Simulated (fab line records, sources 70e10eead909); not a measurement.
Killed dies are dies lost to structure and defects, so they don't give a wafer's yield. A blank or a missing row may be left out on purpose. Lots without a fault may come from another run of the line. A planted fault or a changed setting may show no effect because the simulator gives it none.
fab line records | flow nand_harc
record lots=5 wafers=15 last_day=23
route steps=1159 shown P_M1@312 P_M2@318
lots that met no fault: from a run of the same line without faults
start_h: hours from the record's first day to the start of the lot's first wafer shown | wait_h: hours since the lot's step before | " the same as in the row above | L1.1+2: a row that stands for several wafers | - no value, or no start given | * or withheld: withheld | < > ~ a bound
route shown NAME@n: a module of which the file shows steps, and the number in the route of the first | usual: mean/standard deviation of fault-free wafers | same: alike in all rows | chamber/n: place in a boat | sites: the reading at each site | _std_site: their standard deviation | _edge_site: outer sites' mean less inner sites' | radius_mm: how far each site lies from the wafer's centre | mask NAME#n: copy n | behind: the tool/chamber that last shaped the wafer | hold: why the lot was held/for how many hours/how that ended | device: the transistor (n, p or np) that didn't switch | end of line: the same wafers' tests at the end of the route | a step without rows: its recipe alone | killed: dies lost to structure and defects at the first sort, not the wafer's yield | map: a wafer's dies, x killed, . not, _ none there
set.NAME: the setting as run; set.NAME@STEP: as run at that earlier step | model.NAME: the simulator's own value behind a step, which no gauge read
lots at some steps of the route; a table a step, a row a wafer
services: from which hour (start_h, from the record's first day; less than 0 if before it) a tool's chamber was out of use, for how many hours, and why
## steps
# step NHARC_P_M1_THK_MEAS_24
# recipe thk_meas_gauge=xrf
# usual thk_nm=158.0/1.5
# columns lot.wafer tool chamber start_h wait_h thk_nm
L074.1 film_metro-02 - 128.39 - 155.8
L074.2 " - " " 158.9
L074.6 " - " " 157.3
L075.1 film_metro-01 - 134.83 - 157.1
L075.3 " - " " 156.5
L075.6 " - " " 156.5
L080.1 film_metro-01 - 159.47 - 159.7
L080.3 " - " " 157.7
L080.4 " - " " 157.9
L087.1 film_metro-01 - 197.16 - 156.8
L087.3 " - " " 157.9
L087.6 " - " " 157.3
L092.1 film_metro-01 - 239.36 - 157.9
L092.2 " - " " 159.8
L092.4 " - " " 155.6
# step NHARC_P_M1_SRD_25
# columns lot.wafer tool chamber start_h wait_h
L074.1+2+6 wet_bench-08 0,1,3 128.44 0.0
L075.1+3+6 wet_bench-10 2,3,4 134.89 0.1
L080.4+3+1 wet_bench-10 6,7,2 159.51 0.0
L087.3+6+1 wet_bench-10 4,5,7 197.20 0.0
L092.2+1+4 wet_bench-08 4,7,0 239.40 0.0
# step NHARC_P_M1_INSPECT_27
# usual raw_defect_count=320/130
# columns lot.wafer tool chamber start_h wait_h raw_defect_count
L074.1 defect_inspect-02 - 128.54 0.0 369
L074.2 " - " " 395
L074.6 " - " " 386
L075.1 defect_inspect-02 - 135.00 0.0 138
L075.3 " - " " 320
L075.6 " - " " 158
L080.1 defect_inspect-02 - 159.63 0.0 339
L080.3 " - " " 349
L080.4 " - " " 305
L087.1 defect_inspect-02 - 197.32 0.0 441
L087.3 " - " " 376
L087.6 " - " " 329
L092.1 defect_inspect-02 - 239.51 0.0 248
L092.2 " - " " 162
L092.4 " - " " 136
# step NHARC_P_M1_PRE_CLEAN_32
# recipe time_s=12 temp_c=370 rf_power_w=300 gas=NH3
# usual heater_power_w=676/81
# columns lot.wafer tool chamber start_h wait_h heater_power_w
L074.2 pecvd-02 1 128.61 0.1 579
L074.1 " 0 " " 733
L074.6 " 2 " " 778
L075.3 pecvd-01 0 135.07 0.1 722
L075.1 " 1 " " 723
L075.6 " 0 " " 724
L080.3 pecvd-03 2 159.71 0.1 685
L080.1 " 0 " " 545
L080.4 " 0 " " 545
L087.1 pecvd-02 0 197.38 0.1 809
L087.3 " 1 " " 515
L087.6 " 1 " " 529
L092.1 pecvd-03 0 239.70 0.2 647
L092.2 " 2 " " 671
L092.4 " 2 " " 668
# step NHARC_P_M1_DEP_33
# recipe target_thk_a=300 temp_c=370 target_thk_nm=30 pressure_torr=3 flow_sccm=200 rf_w=450 material=SiCN
# usual heater_power_w=621/87 showerhead_vpp_V=1301/54
# columns lot.wafer tool chamber start_h wait_h heater_power_w showerhead_vpp_V
L074.2 pecvd-02 1 128.69 0.1 454 1226
L074.1 " 0 " " 689 1219
L074.6 " 2 " " 680 1344
L075.3 pecvd-01 0 135.15 0.1 699 1321
L075.1 " 1 " " 649 1278
L075.6 " 0 " " 700 1312
L080.3 pecvd-03 2 159.82 0.1 578 1288
L080.1 " 0 " " 485 1337
L080.4 " 0 " " 482 1319
L087.1 pecvd-02 0 197.46 0.1 701 1230
L087.3 " 1 " " 490 1242
L087.6 " 1 " " 503 1226
L092.1 pecvd-03 0 239.78 0.1 553 1353
L092.2 " 2 " " 618 1279
L092.4 " 2 " " 627 1298
# step NHARC_P_M2_DEP_00
# recipe target_thk_a=1825 target_thk_nm=182.5 temp_c=withheld pressure_torr=5 flow_sccm=200 rf_w=600 material=SiOC
# usual showerhead_vpp_V=1513/55
# columns lot.wafer tool chamber start_h wait_h showerhead_vpp_V
L074.1 pecvd-03 2 129.13 - 1471
L074.2 " 1 " " 1575
L074.6 " 0 " " 1535
L075.1 pecvd-01 2 - - 1588
L075.3 " 0 " " 1528
L075.6 " 2 " " 1586
L080.3 pecvd-01 2 160.19 - 1583
L080.1 " 1 " " 1485
L080.4 " 0 " " 1534
L087.1 pecvd-01 1 197.88 - 1490
L087.3 " 2 " " 1578
L087.6 " 2 " " 1588
L092.2 pecvd-03 0 - - 1506
L092.1 " 2 " " 1470
L092.4 " 2 " " 1469
# step NHARC_P_M2_DEHYDRATE_01
# recipe temp_c=150 time_s=120
# columns lot.wafer tool chamber start_h wait_h
L074.1+2+6 litho_track-06 0 129.54 -
L075.1+3+6 litho_track-01 0 135.99 -
L080.1+3+4 litho_track-04 0 160.60 -
L087.1+3+6 litho_track-04 0 198.28 -
L092.1+2+4 litho_track-01 0 240.78 -
# step NHARC_P_M2_HMDS_02
# recipe time_s=30
# columns lot.wafer tool chamber start_h wait_h
L074.1+2+6 litho_track-06 0 - -
L075.1+3+6 litho_track-01 0 - -
L080.1+3+4 litho_track-04 0 - -
L087.1+3+6 litho_track-04 0 - -
L092.1+2+4 litho_track-01 0 - -
# step NHARC_P_M2_COAT_34
# recipe temp_c=200 time_s=65
# columns lot.wafer tool chamber start_h wait_h
L074.1+2+6 litho_track-06 0 - -
L075.1+3+6 litho_track-01 0 - -
L080.1+3+4 litho_track-04 0 - -
L087.1+3+6 litho_track-04 0 - -
L092.1+2+4 litho_track-01 0 - -
# step NHARC_P_M2_COAT_03
# recipe spin_rpm=1500 resist_thk_nm=90
# columns lot.wafer tool chamber start_h wait_h
L074.1+2+6 litho_track-06 0 - -
L075.1+3+6 litho_track-01 0 - -
L080.1+3+4 litho_track-04 0 - -
L087.1+3+6 litho_track-04 0 - -
L092.1+2+4 litho_track-01 0 - -
# step NHARC_P_M2_SOFTBAKE_04
# recipe temp_c=105 time_s=55
# columns lot.wafer tool chamber start_h wait_h
L074.1+2+6 litho_track-06 0 - -
L075.1+3+6 litho_track-01 0 - -
L080.1+3+4 litho_track-04 0 - -
L087.1+3+6 litho_track-04 0 - -
L092.1+2+4 litho_track-01 0 - -
# step NHARC_P_M2_EBR_05
# columns lot.wafer tool chamber start_h wait_h
L074.1+2+6 litho_track-06 0 - -
L075.1+3+6 litho_track-01 0 - -
L080.1+3+4 litho_track-04 0 - -
L087.1+3+6 litho_track-04 0 - -
L092.1+2+4 litho_track-01 0 - -
# step NHARC_P_M2_EXPOSE_06
# recipe na=1.35 target_cd_nm=170 dose_mj=80.78 mask_id=P_M2
# usual exposure_dose_mJ_cm2=80.74/0.08 focus_offset_nm=0.0/0.5
# columns lot.wafer tool chamber start_h wait_h mask exposure_dose_mJ_cm2 focus_offset_nm
L074.1 arfi_scanner-02 0 129.83 - P_M2#0 80.78 0.6
L074.2 " 0 " " P_M2#0 80.88 -0.1
L074.6 " 0 " " P_M2#0 80.90 0.4
L075.1 arfi_scanner-01 0 136.28 - P_M2#0 80.55 0.1
L075.3 " 0 " " P_M2#0 80.70 0.5
L075.6 " 0 " " P_M2#0 80.82 -0.1
L080.1 arfi_scanner-01 0 160.76 - P_M2#0 80.78 -0.3
L080.3 " 0 " " P_M2#0 80.75 0.6
L080.4 " 0 " " P_M2#0 80.84 0.5
L087.1 arfi_scanner-02 0 198.57 - P_M2#0 80.81 0.0
L087.3 " 0 " " P_M2#0 80.62 0.7
L087.6 " 0 " " P_M2#0 80.66 0.2
L092.1 arfi_scanner-01 0 240.95 - P_M2#0 80.72 -0.4
L092.2 " 0 " " P_M2#0 80.65 0.0
L092.4 " 0 " " P_M2#0 80.64 -0.3
# step NHARC_P_M2_PEB_07
# recipe peb_temp_c=100 peb_time_s=65
# columns lot.wafer tool chamber start_h wait_h
L074.1+2+6 litho_track-01 0 129.89 0.1
L075.1+3+6 litho_track-01 0 136.34 0.1
L080.1+3+4 litho_track-06 0 160.82 0.1
L087.1+3+6 litho_track-04 0 198.63 0.1
L092.1+2+4 litho_track-04 0 241.01 0.1
# step NHARC_P_M2_DEVELOP_08
# recipe develop_time_s=35 dev_temp_c=23
# usual developer_temp_C=23.00/0.11
# columns lot.wafer tool chamber start_h wait_h developer_temp_C
L074.1 litho_track-01 0 - - 23.08
L074.2 " 0 " " 22.90
L074.6 " 0 " " 22.98
L075.1 litho_track-01 0 - - 22.97
L075.3 " 0 " " 23.15
L075.6 " 0 " " 22.92
L080.1 litho_track-06 0 - - 22.95
L080.3 " 0 " " 22.89
L080.4 " 0 " " 22.89
L087.1 litho_track-04 0 - - 22.96
L087.3 " 0 " " 22.98
L087.6 " 0 " " 23.00
L092.1 litho_track-04 0 - - 22.96
L092.2 " 0 " " 22.97
L092.4 " 0 " " 23.05
# step NHARC_P_M2_CD_MEAS_09
# recipe target_cd_nm=170 landing_energy_ev=500
# usual cd_nm=170.1/0.54
# columns lot.wafer tool chamber start_h wait_h cd_nm
L074.1 cd_sem-02 0 129.97 - 170.8
L074.2 " 0 " " 170.0
L074.6 " 0 " " 170.7
L075.1 cd_sem-02 0 136.42 - 170.6
L075.3 " 0 " " 170.4
L075.6 " 0 " " 170.1
L080.1 cd_sem-02 0 160.90 - 170.0
L080.3 " 0 " " 169.3
L080.4 " 0 " " 169.7
L087.1 cd_sem-03 0 198.71 - 168.7
L087.3 " 0 " " 169.6
L087.6 " 0 " " 168.9
L092.1 cd_sem-01 0 241.08 - 170.4
L092.2 " 0 " " 169.6
L092.4 " 0 " " 170.4
# step NHARC_P_M2_OVL_MEAS_10
# recipe pitch_nm=340
# usual overlay_x_nm=0.1/1.1 overlay_y_nm=0.1/0.75
# columns lot.wafer tool chamber start_h wait_h overlay_x_nm overlay_y_nm
L074.1 overlay-01 - 130.05 - -1.0 -0.8
L074.2 " - " " -0.4 -1.0
L074.6 " - " " -0.7 -0.9
L075.1 overlay-02 - 136.51 - 0.1 0.2
L075.3 " - " " -0.2 0.3
L075.6 " - " " -0.1 0.5
L080.1 overlay-01 - 160.99 - -0.2 0.3
L080.3 " - " " -0.3 -0.4
L080.4 " - " " 0.0 0.4
L087.1 overlay-02 - 198.80 - -2.8 -0.6
L087.3 " - " " -2.6 -0.4
L087.6 " - " " -3.0 -0.8
L092.1 overlay-02 - 241.17 - 1.4 0.3
L092.2 " - " " 1.1 0.9
L092.4 " - " " 1.9 0.4
# step NHARC_P_M2_INSPECT_11
# usual raw_defect_count=4.1/2.2
# columns lot.wafer tool chamber start_h wait_h raw_defect_count
L074.1 defect_inspect-02 - 130.09 0.0 4
L074.2 " - " " 4
L074.6 " - " " 3
L075.1 defect_inspect-01 - 136.54 0.0 0
L075.3 " - " " 4
L075.6 " - " " 2
L080.1 defect_inspect-01 - 161.02 0.0 8
L080.3 " - " " 5
L080.4 " - " " 8
L087.1 defect_inspect-01 - 198.83 0.0 3
L087.3 " - " " 5
L087.6 " - " " 3
L092.1 defect_inspect-01 - 241.21 0.0 1
L092.2 " - " " 0
L092.4 " - " " 1
# step NHARC_P_M2_DESCUM_14
# recipe time_s=3 o2_flow_sccm=200 ar_flow_sccm=0 bias_power_w=0 chemistry=O2
# usual drypump_motor_current_A=5.9/0.48 o2_flow_sccm=200.0/0.64 oes_product_au=0.996/0.011 rf_vpp_V=57.9/0.86 showerhead_plenum_p_Torr=1.91/0.072 throttle_valve_pct=11.311/0.0091
# columns lot.wafer tool chamber start_h wait_h drypump_motor_current_A o2_flow_sccm oes_product_au rf_hours_counter_h rf_vpp_V showerhead_plenum_p_Torr throttle_valve_pct
L074.1 rie_diel-09 0 130.16 0.1 6.3 199.9 0.994 2 57.7 2.02 11.315
L074.2 " 2 " " 5.5 200.2 0.991 1 57.2 1.85 11.311
L074.6 " 0 " " 6.4 200.2 1.002 - 57.7 2.02 11.306
L075.1 rie_diel-09 2 136.60 0.1 5.5 199.3 0.999 2 56.7 1.85 11.303
L075.3 " 1 " " 5.5 199.6 0.992 2 58.1 1.88 11.311
L075.6 " 3 " " 6.3 201.2 1.014 - 56.3 1.90 11.310
L080.3 rie_diel-09 1 161.09 0.1 5.4 200.1 0.981 3 57.4 1.88 11.303
L080.4 " 2 " " 5.5 199.1 0.984 3 57.8 1.85 11.310
L080.1 " 3 " " 6.3 200.5 1.004 3 57.3 1.90 11.314
L087.1 rie_diel-09 0 198.91 0.1 6.4 200.3 0.984 4 59.1 2.02 11.311
L087.3 " 1 " " 5.4 198.6 0.980 4 58.4 1.88 11.316
L087.6 " 3 " " 6.3 200.8 1.009 - 57.6 1.90 11.321
L092.2 rie_diel-04 0 241.27 0.1 5.7 199.5 1.011 43 58.6 1.97 11.313
L092.1 " 1 " " 5.5 200.2 0.994 44 58.1 1.89 11.318
L092.4 " 2 " " 5.6 201.0 1.002 47 58.5 2.06 11.315
# step NHARC_P_M2_ETCH_35
# recipe target_depth_a=400 overetch_a=120 time_s=43.94 ion_energy_ev=200 n2_flow_sccm=150 h2_flow_sccm=150 ar_flow_sccm=0 rf_w=400 bias_w=150 chemistry=N2/H2
# usual drypump_motor_current_A=5.8/0.48 oes_product_au=0.997/0.011 rf_vpp_V=430.4/2.3 showerhead_plenum_p_Torr=2.03/0.079 throttle_valve_pct=14.171/0.009
# columns lot.wafer tool chamber start_h wait_h drypump_motor_current_A oes_product_au rf_hours_counter_h rf_vpp_V showerhead_plenum_p_Torr throttle_valve_pct
L074.1 rie_diel-09 0 130.24 0.1 6.4 0.989 2 436.6 2.15 14.161
L074.2 " 3 " " 6.3 1.014 1 430.2 2.02 14.165
L074.6 " 0 " " 6.3 0.992 - 435.3 2.15 14.164
L075.1 rie_diel-09 2 136.69 0.1 5.5 1.008 2 428.5 1.97 14.168
L075.3 " 0 " " 6.3 0.993 2 433.5 2.15 14.182
L075.6 " 2 " " 5.5 1.000 - 428.9 1.97 14.184
L080.4 rie_diel-09 1 161.17 0.1 5.4 0.992 3 429.2 2.00 14.164
L080.1 " 2 " " 5.5 0.996 3 429.1 1.97 14.164
L080.3 " 3 " " 6.3 1.004 3 430.1 2.02 14.183
L087.1 rie_diel-09 2 198.98 0.1 5.5 0.997 4 427.3 1.97 14.164
L087.3 " 3 " " 6.3 1.005 4 430.3 2.02 14.169
L087.6 " 2 " " 5.5 1.014 - 429.8 1.97 14.169
L092.4 rie_diel-04 0 241.40 0.1 5.7 1.006 43 430.9 2.11 14.187
L092.2 " 1 " " 5.5 0.993 44 431.0 2.02 14.172
L092.1 " 2 " " 5.6 0.990 47 434.4 2.20 14.163
# step NHARC_P_M2_ETCH_15
# recipe target_depth_a=1825 time_s=91.2 c4f8_flow_sccm=withheld ar_flow_sccm=400 rf_w=600 bias_w=300 chemistry=C4F8/Ar
# usual oes_product_au=0.937/0.022 rf_vpp_V=440.8/2.4
# columns lot.wafer tool chamber start_h wait_h oes_product_au rf_hours_counter_h rf_vpp_V
L074.1 rie_diel-09 0 - - 0.961 2 443.8
L074.2 " 3 " " 0.976 2 441.8
L074.6 " 0 " " 0.955 - 445.1
L075.1 rie_diel-09 3 - - 0.956 2 439.5
L075.3 " 0 " " 0.947 2 443.9
L075.6 " 3 " " 0.956 - 439.9
L080.3 rie_diel-09 0 - - 0.923 3 444.5
L080.4 " 1 " " 0.911 3 439.1
L080.1 " 2 " " 0.915 3 438.3
L087.1 rie_diel-09 0 - - 0.917 4 443.6
L087.3 " 1 " " 0.927 4 439.3
L087.6 " 0 " " 0.924 - 444.4
L092.2 rie_diel-04 1 - - 0.923 45 438.8
L092.1 " 2 " " 0.920 47 443.8
L092.4 " 0 " " 0.925 43 442.1
# step NHARC_P_M2_CD_MEAS_16
# usual cd_nm=170.3/0.82
# columns lot.wafer tool chamber start_h wait_h cd_nm
L074.1 cd_sem-02 - 130.46 - 172.1
L074.2 " - " " 171.0
L074.6 " - " " 171.7
L075.1 cd_sem-02 - 137.03 - 170.5
L075.3 " - " " 170.8
L075.6 " - " " 171.0
L080.1 cd_sem-02 - 161.39 - 170.8
L080.3 " - " " 168.8
L080.4 " - " " 169.1
L087.1 cd_sem-03 - 199.20 - 169.9
L087.3 " - " " 169.5
L087.6 " - " " 169.4
L092.1 cd_sem-02 - 241.62 - 170.2
L092.2 " - " " 169.9
L092.4 " - " " 171.7
# step NHARC_P_M2_STRIP_18
# recipe power_w=1000 n2_flow_sccm=150 h2_flow_sccm=150 ar_flow_sccm=0 bias_w=0 chemistry=N2/H2
# usual drypump_motor_current_A=5.9/0.42 oes_product_au=0.998/0.0099 rf_vpp_V=90.7/1 showerhead_plenum_p_Torr=2.05/0.08 throttle_valve_pct=14.171/0.0096
# columns lot.wafer tool chamber start_h wait_h drypump_motor_current_A oes_product_au rf_hours_counter_h rf_vpp_V showerhead_plenum_p_Torr throttle_valve_pct
L074.1 rie_diel-09 3 130.58 0.1 6.3 1.002 2 92.0 2.02 14.174
L074.2 " 0 " " 6.3 0.995 2 90.0 2.15 14.173
L074.6 " 1 " " 5.5 0.985 - 91.1 2.00 14.166
L075.1 rie_diel-09 3 137.15 0.1 6.3 1.021 2 90.4 2.02 14.153
L075.3 " 0 " " 6.4 0.997 2 91.2 2.15 14.170
L075.6 " 2 " " 5.5 0.994 - 90.5 1.97 14.170
L080.3 rie_diel-04 0 161.46 0.1 5.7 1.001 14 91.2 2.12 14.158
L080.1 " 2 " " 5.6 1.002 18 93.3 2.21 14.176
L080.4 " 0 " " 5.7 1.002 - 91.1 2.12 14.173
L087.3 rie_diel-04 0 199.27 0.1 5.7 1.011 29 92.4 2.11 14.171
L087.1 " 3 " " 6.0 0.995 30 91.4 2.12 14.180
L087.6 " 0 " " 5.7 0.997 - 90.8 2.11 14.181
L092.4 rie_diel-04 2 241.69 0.1 5.6 1.005 47 92.7 2.20 14.171
L092.1 " 3 " " 5.9 0.991 45 90.4 2.12 14.186
L092.2 " 0 " " 5.7 1.004 43 91.4 2.11 14.166
# step NHARC_P_M2_ETCH_28
# recipe target_depth_a=300 over_etch_frac=0.3 time_s=72.99 ion_energy_ev=150 cf4_flow_sccm=50 n2_flow_sccm=100 ar_flow_sccm=150 rf_w=300 bias_w=100 chemistry=CF4/N2
# usual drypump_motor_current_A=5.9/0.42 oes_product_au=0.997/0.011 rf_vpp_V=314.3/1.8 showerhead_plenum_p_Torr=2.64/0.096 throttle_valve_pct=19.793/0.0089
# columns lot.wafer tool chamber start_h wait_h drypump_motor_current_A oes_product_au rf_hours_counter_h rf_vpp_V showerhead_plenum_p_Torr throttle_valve_pct
L074.1 rie_diel-09 1 - - 5.5 0.999 2 314.0 2.58 19.805
L074.2 " 2 " " 5.5 0.994 2 312.8 2.55 19.792
L074.6 " 0 " " 6.3 0.989 - 315.9 2.76 19.799
L075.3 rie_diel-09 0 - - 6.3 0.993 2 317.5 2.76 19.787
L075.1 " 2 " " 5.5 0.992 2 311.5 2.55 19.805
L075.6 " 3 " " 6.3 1.015 - 313.3 2.61 19.789
L080.3 rie_diel-04 0 - - 5.7 1.011 15 317.0 2.72 19.775
L080.1 " 2 " " 5.6 1.010 18 316.9 2.83 19.818
L080.4 " 3 " " 6.0 0.988 - 317.0 2.73 19.792
L087.1 rie_diel-04 1 - - 5.5 0.995 28 312.7 2.61 19.805
L087.3 " 3 " " 6.0 0.996 30 315.8 2.72 19.794
L087.6 " 1 " " 5.5 0.998 - 313.6 2.61 19.788
L092.4 rie_diel-04 2 - - 5.6 0.992 47 317.3 2.82 19.785
L092.1 " 3 " " 6.0 0.988 45 316.4 2.72 19.809
L092.2 " 1 " " 5.5 0.995 45 314.0 2.60 19.786
# step NHARC_P_M2_STRIP_19
# recipe time_s=600 temp_c=30 chemistry=post_etch_residue_remover
# usual temp_c=30.00/0.1
# columns lot.wafer tool chamber start_h wait_h temp_c
L074.6 wet_bench-10 7 130.92 - 29.82
L074.1 " 0 " " 29.84
L074.2 " 1 " " 29.91
L075.6 wet_bench-08 1 137.48 - 30.01
L075.3 " 3 " " 30.07
L075.1 " 4 " " 30.06
L080.3 wet_bench-10 3 161.90 - 30.00
L080.4 " 4 " " 29.99
L080.1 " 7 " " 29.92
L087.1 wet_bench-08 0 199.73 - 29.99
L087.3 " 3 " " 29.93
L087.6 " 4 " " 29.98
L092.2 wet_bench-08 7 242.07 - 30.13
L092.1 " 0 " " 30.07
L092.4 " 2 " " 30.06
# step NHARC_P_M2_DEGAS_29
# recipe temp_c=250 time_s=60
# usual heater_power_w=346/35
# columns lot.wafer tool chamber start_h wait_h heater_power_w
L074.2 pvd_sputter-03 - 131.19 - 340
L074.1 " - " " 313
L074.6 " - " " 392
L075.3 pvd_sputter-03 - 137.75 - 302
L075.1 " - " " 371
L075.6 " - " " 341
L080.1 pvd_sputter-03 - 162.16 - 341
L080.3 " - " " 296
L080.4 " - " " 384
L087.3 pvd_sputter-01 - 200.00 - 307
L087.1 " - " " 391
L087.6 " - " " 370
L092.1 pvd_sputter-01 - 242.34 - 296
L092.4 " - " " 395
L092.2 " - " " 368
# step NHARC_P_M2_PRE_CLEAN_30
# recipe time_s=30 temp_c=280 gas=H2/He
# usual heater_power_w=427/42
# columns lot.wafer tool chamber start_h wait_h heater_power_w
L074.2 pvd_sputter-03 - - - 370
L074.1 " - " " 479
L074.6 " - " " 415
L075.3 pvd_sputter-03 - - - 365
L075.1 " - " " 478
L075.6 " - " " 360
L080.4 pvd_sputter-03 - - - 416
L080.1 " - " " 475
L080.3 " - " " 473
L087.1 pvd_sputter-01 - - - 453
L087.3 " - " " 471
L087.6 " - " " 363
L092.2 pvd_sputter-01 - - - 441
L092.4 " - " " 383
L092.1 " - " " 417
# step NHARC_P_M2_PVD_20
# recipe target_thk_a=50 bias_v=168.6 power_w=15000 chamber_pressure_pa=0.12 time_s=8.06 substrate_temp_c=50 material=TaN
# usual chamber_pressure_pa=0.11994/0.00024 throttle_valve_pct=30.3/0.9
# columns lot.wafer tool chamber start_h wait_h chamber_pressure_pa throttle_valve_pct
L074.1 pvd_sputter-03 - - - 0.11936 30.6
L074.2 " - " " 0.12004 30.5
L074.6 " - " " 0.11993 30.7
L075.1 pvd_sputter-03 - - - 0.11961 30.2
L075.3 " - " " 0.12022 30.4
L075.6 " - " " 0.12006 30.4
L080.1 pvd_sputter-03 - - - 0.12017 30.5
L080.3 " - " " 0.11985 30.7
L080.4 " - " " 0.11983 30.4
L087.1 pvd_sputter-01 - - - 0.12002 29.5
L087.3 " - " " 0.12026 29.7
L087.6 " - " " 0.11999 29.8
L092.4 pvd_sputter-01 - - - 0.11985 29.6
L092.2 " - " " 0.11977 31.7
L092.1 " - " " 0.12009 30.9
# step NHARC_P_M2_PVD_21
# recipe target_thk_a=300 chamber_pressure_pa=5 power_w=5000 substrate_temp_c=30 time_s=20.49 material=Cu
# usual chamber_pressure_pa=4.999/0.011 throttle_valve_pct=30.3/0.92
# columns lot.wafer tool chamber start_h wait_h chamber_pressure_pa throttle_valve_pct
L074.2 pvd_sputter-03 - - - 5.007 29.8
L074.1 " - " " 5.010 30.5
L074.6 " - " " 4.999 29.6
L075.3 pvd_sputter-03 - - - 5.005 30.3
L075.1 " - " " 4.999 30.7
L075.6 " - " " 4.995 30.5
L080.4 pvd_sputter-03 - - - 5.023 30.7
L080.1 " - " " 5.005 30.4
L080.3 " - " " 4.994 29.9
L087.1 pvd_sputter-01 - - - 5.010 29.7
L087.3 " - " " 4.987 31.8
L087.6 " - " " 5.008 29.9
L092.4 pvd_sputter-01 - - - 5.007 31.8
L092.1 " - " " 4.999 30.9
L092.2 " - " " 4.996 29.6
# step NHARC_P_M2_ECD_22
# recipe target_thk_a=4000 bath_temp_c=25 material=Cu
# columns lot.wafer tool chamber start_h wait_h
L074.1+2+6 ecd_cu-01 1,0,1 131.55 -
L075.1+3+6 ecd_cu-02 0,1,0 138.39 -
L080.1+3+4 ecd_cu-01 0,1,0 162.62 -
L087.1+3+6 ecd_cu-02 1 200.35 -
L092.2+1+4 ecd_cu-01 1,0,0 242.75 -
# step NHARC_P_M2_ANNEAL_31
# recipe temp_c=225 time_s=90
# usual anneal_temp_c_max=226.37/0.29 wafer_temp_C_max=225.7/0.32
# columns lot.wafer tool chamber start_h wait_h anneal_temp_c_max wafer_temp_C_max
L074.1 rtp_anneal-02 0 131.93 0.3 226.76 225.6
L074.2 " 0 " " 226.69 225.5
L074.6 " 0 " " 226.25 225.5
L075.1 rtp_anneal-02 0 138.80 0.4 226.54 225.7
L075.3 " 0 " " 226.83 225.5
L075.6 " 0 " " 226.09 225.9
L080.1 rtp_anneal-02 0 162.95 - 226.20 225.6
L080.3 " 0 " " 226.21 225.7
L080.4 " 0 " " 226.32 225.6
L087.1 rtp_anneal-01 0 200.73 0.3 226.28 225.9
L087.3 " 0 " " 226.32 225.8
L087.6 " 0 " " 226.26 226.2
L092.1 rtp_anneal-02 0 243.14 - 226.82 225.5
L092.2 " 0 " " 226.96 225.9
L092.4 " 0 " " 226.10 225.5
# step NHARC_P_M2_CMP_23
# recipe t_overpolish_s=20 target_thk_nm=144.3
# usual motor_current_A=12.1/1.1 retaining_ring_pressure_frac=1.000/0.005 time_to_endpoint_s=29.7/2.2
# columns lot.wafer tool chamber start_h wait_h motor_current_A retaining_ring_pressure_frac time_to_endpoint_s
L074.2 cmp-03 0 132.33 - 11.8 0.997 29.6
L074.1 " 1 " " 10.8 1.000 32.7
L074.6 " 2 " " 11.2 1.005 34.2
L075.1 cmp-01 1 139.14 - 10.0 0.996 27.4
L075.3 " 0 " " 11.1 0.996 28.0
L075.6 " 2 " " 13.0 0.994 25.9
L080.3 cmp-03 0 163.32 - 12.9 1.000 25.4
L080.4 " 1 " " 11.7 0.999 32.5
L080.1 " 2 " " 12.3 0.998 31.0
L087.3 cmp-03 2 201.13 - 12.1 0.988 30.5
L087.1 " 3 " " 13.5 0.998 31.3
L087.6 " 1 " " 11.6 0.997 32.4
L092.1 cmp-02 1 243.49 - 12.1 1.009 28.6
L092.4 " 2 " " 12.8 0.998 31.3
L092.2 " 3 " " 10.9 0.998 29.6
# step NHARC_P_M2_THK_MEAS_24
# recipe thk_meas_gauge=xrf
# usual thk_nm=144.4/1.4
# columns lot.wafer tool chamber start_h wait_h thk_nm
L074.1 film_metro-02 - 132.59 - 145.1
L074.2 " - " " 144.6
L074.6 " - " " 145.9
L075.1 film_metro-02 - 139.45 - 144.6
L075.3 " - " " 142.2
L075.6 " - " " 142.9
L080.1 film_metro-02 - 163.61 - 144.0
L080.3 " - " " 145.1
L080.4 " - " " 143.4
L087.1 film_metro-02 - 201.39 - 143.9
L087.3 " - " " 144.5
L087.6 " - " " 143.4
L092.1 film_metro-01 - 243.81 - 146.6
L092.2 " - " " 147.0
L092.4 " - " " 146.4
# step NHARC_P_M2_SRD_25
# columns lot.wafer tool chamber start_h wait_h
L074.2+1+6 wet_bench-10 1,3,5 132.63 0.0
L075.1+6+3 wet_bench-08 5,7,1 139.50 0.0
L080.1+3+4 wet_bench-08 1,3,4 163.66 0.0
L087.3+1+6 wet_bench-08 3,4,6 201.44 0.0
L092.2+1+4 wet_bench-10 4,5,6 243.86 0.0
# step NHARC_P_M2_INSPECT_27
# usual raw_defect_count=304/110
# columns lot.wafer tool chamber start_h wait_h raw_defect_count
L074.1 defect_inspect-02 - 132.75 0.0 221
L074.2 " - " " 215
L074.6 " - " " 204
L075.1 defect_inspect-01 - 139.61 0.0 335
L075.3 " - " " 314
L075.6 " - " " 433
L080.1 defect_inspect-02 - 163.77 0.0 360
L080.3 " - " " 291
L080.4 " - " " 371
L087.1 defect_inspect-01 - 201.57 0.1 219
L087.3 " - " " 259
L087.6 " - " " 195
L092.1 defect_inspect-02 - 243.99 0.0 360
L092.2 " - " " 304
L092.4 " - " " 236
# step NHARC_P_M2_PRE_CLEAN_32
# recipe time_s=12 temp_c=370 rf_power_w=300 gas=NH3
# usual heater_power_w=671/76
# columns lot.wafer tool chamber start_h wait_h heater_power_w
L074.2 pecvd-01 2 132.82 0.1 625
L074.1 " 1 " " 762
L074.6 " 2 " " 603
L075.1 pecvd-03 2 139.68 0.1 643
L075.3 " 0 " " 613
L075.6 " 1 " " 732
L080.1 pecvd-01 1 163.84 0.1 687
L080.3 " 0 " " 704
L080.4 " 0 " " 675
L087.3 pecvd-01 2 201.63 0.1 654
L087.1 " 0 " " 608
L087.6 " 2 " " 662
L092.1 pecvd-02 0 244.43 0.4 687
L092.2 " 1 " " 550
L092.4 " 2 " " 778
## services
# columns tool chamber start_h hours kind
pecvd-03 - 111.13 13.0 pm
pvd_sputter-01 - 111.61 9.5 repair
rie_diel-04 - 111.97 9.0 pm
pecvd-01 - 115.33 5.5 repair
litho_track-06 - 117.00 7.0 pm
ecd_cu-02 - 124.81 3.2 repair
litho_track-04 - 141.00 7.0 pm
cmp-03 - 141.27 3.6 repair
rie_diel-09 1 151.71 4.7 repair
pecvd-02 - 153.00 13.0 pm
cmp-03 - 156.09 4.0 pm
pvd_sputter-01 - 158.05 10.0 pm
rie_diel-04 1 160.85 3.3 repair
pecvd-03 0 169.67 9.2 repair
ecd_cu-02 - 180.00 8.0 pm
arfi_scanner-01 - 189.06 1.7 repair
arfi_scanner-01 - 196.00 4.0 pm
cmp-03 - 210.48 0.8 repair
arfi_scanner-02 - 218.86 21.7 repair
pvd_sputter-01 - 219.63 4.7 repair
pecvd-03 0 226.21 5.2 repair
pvd_sputter-01 - 229.52 4.9 repair
wet_bench-08 - 230.40 8.0 pm
pecvd-01 - 237.00 13.0 pm
## key
fault none
